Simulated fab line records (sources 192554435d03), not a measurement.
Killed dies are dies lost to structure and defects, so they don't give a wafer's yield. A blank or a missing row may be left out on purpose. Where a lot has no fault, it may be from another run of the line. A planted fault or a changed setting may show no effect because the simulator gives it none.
Comparing a struck lot with a sound one | flow n5Finfet | 14 steps out of a route of 1938
Sound: these wafers, L601.1, L601.2, L601.3. Wafers L614.2, L614.5, L614.6 were the ones struck. At the end, the cause is stated.
Each step with rows lists, per side, the tool, then ch with its chambers, then its first start. Under that, the readings that differ: sound wafers | struck wafers | difference of the means | sigmas: that difference in standard deviations of wafers without a fault.
alike: words and numbers the same on both sides, and readings whose means are apart by under 2 such deviations; not compared: readings that were withheld, readings missing a value for some wafer, numbers with overlapping values and no deviation given by the record, and bounds like >300 which may hide the same value.
A row with sigmas, a row that says differs or no value, or rows on one side alone: a step with any of these is where the two part. Non-overlapping numbers with no deviation appear without sigmas and do not part them. A reading that every wafer of one side lacks parts them only if that side has two wafers or more.

N5_HKMG_FIN_ETCHBACK_68: etches the open film in Cl2/Ar, stops on HfO2, target depth 0.5 nm.
  sound on rieMetal-01 ch 1, day 4 08:31; struck on rieMetal-02 ch 0,1, day 7 11:13
  alike: drypumpMotorCurrentA, mfcCl2Sccm, oesProductAu, throttleValvePct
  not compared: rfHoursCounterH
N5_HKMG_FIN_STRIP_69: strips in N2/H2, time 360 s.
  sound on plasmaAsher-02 ch 0,1, day 4 08:47; struck on plasmaAsher-01 ch 0,1, day 7 11:21
  alike: drypumpMotorCurrentA, heaterPowerW
  not compared: rfHoursCounterH
then, 5 steps without rows for these wafers: N5_HKMG_FIN_ALD_21 (deposits TiN, target thk 1.5 nm, pulse time 1 s, purge time 3 s); N5_HKMG_FIN_ALD_72 (deposits W, target thk 2 nm, pulse time 1 s, purge time 2 s); N5_HKMG_FIN_W_FILL_22 (material W, target thk 60 nm, time 18.2 s); N5_HKMG_FIN_PRECLEAN_83 (cleans in DIW, time 57.5 s); N5_HKMG_FIN_SRD_84 (dry time 32 s).
N5_HKMG_FIN_CMP_23: polishes, stops on SiNx, t overpolish 10 s, target thk 46.326 nm.
  sound on cmp-01 ch 0,1,2, day 4 09:42; struck on cmp-04 ch 0,2,3, day 7 12:26
reading             | sound         | struck         | difference | sigmas
timeToEndpointS (s) | 7.8 10.3 12.8 | 12.0 15.9 18.5 | +5.2       | +2
  alike: motorCurrentA, overpolishRunS, platenRpm
N5_HKMG_FIN_CMP_94: polishes, stops on SiNx, t overpolish 4.7 s, target thk 43.299 nm.
  sound on cmp-01 ch 0,1,2, day 4 10:11; struck on cmp-04 ch 0,2,3, day 7 12:49
  alike: motorCurrentA, platenRpm
N5_HKMG_FIN_INSPECT_28: inspects for defects (darkfield).
  sound on defectInspect-01 at day 4 10:25; struck on defectInspect-02 at day 7 12:59
  alike: rawDefectCount
N5_GATE_CUT_ETCHBACK_00: etches W in SF6/Cl2.
  sound on rieMetal-03 ch 0,1, day 4 10:27; struck on rieMetal-02 ch 0,1, day 7 13:01
  alike: drypumpMotorCurrentA, mfcCl2Sccm, oesProductAu, throttleValvePct
  not compared: rfHoursCounterH
N5_GATE_CUT_ETCH_56: etches TiN in Cl2/Ar, target depth 21.6 nm.
  sound on rieMetal-03 ch 0,1, day 4 10:34; struck on rieMetal-02 ch 0,1, day 7 13:08
reading                 | sound             | struck            | difference | sigmas
rfFwdPowerW (W)         | 599.9 595.8 598.7 | 450.8 452.2 450.9 | -146.8     | -77
throttleValvePct (%)    | 20.53 20.92 20.54 | 20.93 20.96 21.07 | +0.32      | +2
model.etch.depthNm (nm) | 22.69 21.4 22.65  | 18.29 18.31 17.06 | -4.36      | 
  alike: drypumpMotorCurrentA, mfcCl2Sccm, oesProductAu
  not compared: rfHoursCounterH
then, 1 step without rows for these wafers: N5_GATE_CUT_ETCHBACK_30 (etches TiN in Cl2/Ar, target depth 3 nm).
-- record jumps: 4 days separate the struck wafers' starts on either side; left off in module GATE_CUT, taken up again in module BEOL_M4, whose first shown step is the route's number 1111 --
N5_BEOL_M4_RC_MEAS_101:
  sound on prober-02 ch 0, day 8 11:53; struck on prober-01 ch 0, day 11 06:40
  alike: DIBL_N, DIBL_P, IOFF_N, IOFF_P, ION_N, ION_P, SS_N, SS_P, VT_N, VT_P

## WHERE THEY PART
First at N5_HKMG_FIN_CMP_23; last, within this record, at N5_GATE_CUT_ETCH_56. Later steps at which nothing parts them and some readings are alike: N5_BEOL_M4_RC_MEAS_101.

WHY: what had been put in by the simulator
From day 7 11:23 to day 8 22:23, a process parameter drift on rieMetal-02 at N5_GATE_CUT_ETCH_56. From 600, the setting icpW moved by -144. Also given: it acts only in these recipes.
